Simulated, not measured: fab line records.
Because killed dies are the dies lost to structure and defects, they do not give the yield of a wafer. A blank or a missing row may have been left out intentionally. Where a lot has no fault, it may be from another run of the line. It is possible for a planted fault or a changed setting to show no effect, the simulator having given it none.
Which tool was responsible? -- flow n5_finfet -- at 1 step of a route of 1938, 24 lots with 72 wafers sampled

## WHAT THE GAUGES SHOWED, per wafer
N5_BEOL_M7_INSPECT_58: inspects for defects (darkfield). Usual: raw_defect_count at 72, with a standard deviation of 27.
lot,measured,on,raw_defect_count,flag
L076,day 9 06:28,defect_inspect-01,51 99 79,
L074,day 9 08:07,defect_inspect-01,65 37 56,
L075,day 9 23:07,defect_inspect-01,70 95 42,
L077,day 9 23:58,defect_inspect-01,43 33 58,
L078,day 10 04:58,defect_inspect-02,61 112 87,
L079,day 10 14:04,defect_inspect-01,57 82 81,
L081,day 11 00:18,defect_inspect-01,65 75 69,
L082,day 11 01:32,defect_inspect-02,65 78 88,
L083,day 11 08:25,defect_inspect-01,59 42 51,
L080,day 11 09:04,defect_inspect-01,89 146 81,
L084,day 11 16:01,defect_inspect-02,70 66 55,
L085,day 12 03:05,defect_inspect-02,58 50 84,
L086,day 12 16:52,defect_inspect-01,61 60 56,
L087,day 13 01:25,defect_inspect-01,29 41 36,
L088,day 13 04:04,defect_inspect-01,34 89 58,
L090,day 13 07:25,defect_inspect-01,67 110 99,
L091,day 13 12:20,defect_inspect-02,104 88 86,
L089,day 13 19:04,defect_inspect-01,144 139 126,
L092,day 14 00:53,defect_inspect-02,79 74 76,
L094,day 14 02:02,defect_inspect-02,78 108 125,
L093,day 14 04:43,defect_inspect-02,70 52 80,
L095,day 14 12:26,defect_inspect-01,53 82 72,
L096,day 15 00:35,defect_inspect-01,39 46 50,
L097,day 15 08:52,defect_inspect-02,107 88 79,

## WHAT TOOL EACH LOT RAN ON (gives the tool, then ch and the chambers of the sampled wafers, and finally the start)
No process step before these readings appears in the record.

## WHAT THE TOOLS THEMSELVES READ (means of the sampled wafers that have a number; where no wafer has one, the mark that the record gives instead)
The record holds no such reading with a usual standard deviation.

## THE ANSWER, worked out from the rows above alone
Rule: lot off if the mean of its wafers having a number is beyond 3 standard deviations from the usual mean. Also off: a lot with no number at a reading for which 4 or more lots have one. Any other lot the step has rows for is counted as sound. First the gauges in route order, then the tools' own readings, where a lot's mean is used as printed above. At the first step where some lot is off, the reading lying furthest off is the one used; lots without a number count as furthest.
None of the lots is off at any reading shown; this tells nothing.

## WHAT THE SIMULATOR PUT IN
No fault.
